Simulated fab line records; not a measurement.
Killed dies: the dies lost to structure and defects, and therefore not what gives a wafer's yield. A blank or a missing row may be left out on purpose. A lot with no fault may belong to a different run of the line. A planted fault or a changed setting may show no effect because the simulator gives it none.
A lot that was struck, set against a sound lot || flow nand harc || 14 steps out of a route of 1159
Sound: wafers L398.1, L398.2, L398.4. The struck wafers were L385.2, L385.4, L385.6. At the end, the cause is stated.
At each step with rows: each side's tool, then ch and its chambers, then its first start. Under that, the readings that differ: sound wafers || struck wafers || difference of the means || sigmas: that difference in standard deviations of wafers without a fault.
alike: a reading whose means differ by less than 2 such deviations, as well as words and numbers matching on both sides. not compared: withheld readings; readings where some wafer has no value; bounds like >300 that might hide an equal value; numbers whose values overlap and for which the record gives no deviation.
A row with sigmas, a row that says differs or no value, or rows on one side alone: a step with any of these is where the two part. Non-overlapping numbers with no deviation appear without sigmas and do not part them. A reading that every wafer of one side lacks parts them only if that side has two wafers or more.

NHARC_P_CONTACT_CD_MEAS_19:
  sound on cd sem-01 at day 9 17:44; struck on cd sem-02 at day 6 11:16
  alike: cd nm
NHARC_P_CONTACT_STRIP_28: strips in O2.
  sound on rie diel-07 ch 0,2,3, day 9 17:49; struck on rie diel-07 ch 0,1,3, day 6 11:21
  alike: drypump motor current A, oes product au, rf vpp V, showerhead plenum p Torr, throttle valve pct
  not compared: rf hours counter h
then, 3 steps without rows for these wafers: NHARC_P_CONTACT_STRIP_29 (strips in post etch residue remover, time 1200 s); NHARC_P_CONTACT_DEGAS_38 (time 60 s); NHARC_P_CONTACT_PRE_CLEAN_39 (time 19.5 s).
NHARC_P_CONTACT_PVD_32: deposits Ti, target thk 5 nm, time 17.7 s.
  sound on pvd sputter-03; struck on pvd sputter-02
  alike: substrate temp c, throttle valve pct
NHARC_P_CONTACT_ALD_22: deposits TiN, target thk 3 nm, pulse time 1 s, ald cycles 150.
  sound on ald metal-02 ch 0,2,3, day 9 18:43; struck on ald metal-03 ch 1,2, day 6 12:14
  alike: heater power w, precursor pulse height rel
NHARC_P_CONTACT_CVD_23: deposits W, target thk 200 nm, time 557 s.
  sound: cvd w-02 ch 0,1; struck: cvd w-02 ch 0,1
  alike: heater power w, throttle valve pct
NHARC_P_CONTACT_CMP_24: polishes, t overpolish 30 s, target thk 200 nm.
  sound on cmp-02 ch 0,1,3, day 9 21:55; struck on cmp-02 ch 1,2,3, day 6 15:22
  alike: motor current A, overpolish run s, time to endpoint s
after that, 1 step had no rows for these wafers: NHARC_P_CONTACT_SRD_26.
NHARC_P_CONTACT_INSPECT_27:
  sound on defect inspect-01 at day 9 22:19; struck on defect inspect-01 at day 6 15:45
  alike: raw defect count
NHARC_P_M0_DEP_00: deposits SiOC, target thk 150 nm.
  sound on pecvd-02 ch 0,1,2, day 9 22:23; struck on pecvd-02 ch 0,1,2, day 6 16:36
  alike: rf fwd power W
then, 1 step without rows for these wafers: NHARC_P_M0_DEHYDRATE_01 (time 120 s).
-- the record jumps here: 13 days lie between the struck wafers' starts before and after (it left off in module P_M0 and takes up again in module END, whose first step shown is number 1159 of the route) --
NHARC_END_SORT_01:
  at this point the record logs the struck wafers (prober-02 ch 0, day 19 22:05) and has no rows for the sound ones

WHERE THEY PART
Within this record, at NHARC_END_SORT_01 only.

WHY: the cause the simulator had injected
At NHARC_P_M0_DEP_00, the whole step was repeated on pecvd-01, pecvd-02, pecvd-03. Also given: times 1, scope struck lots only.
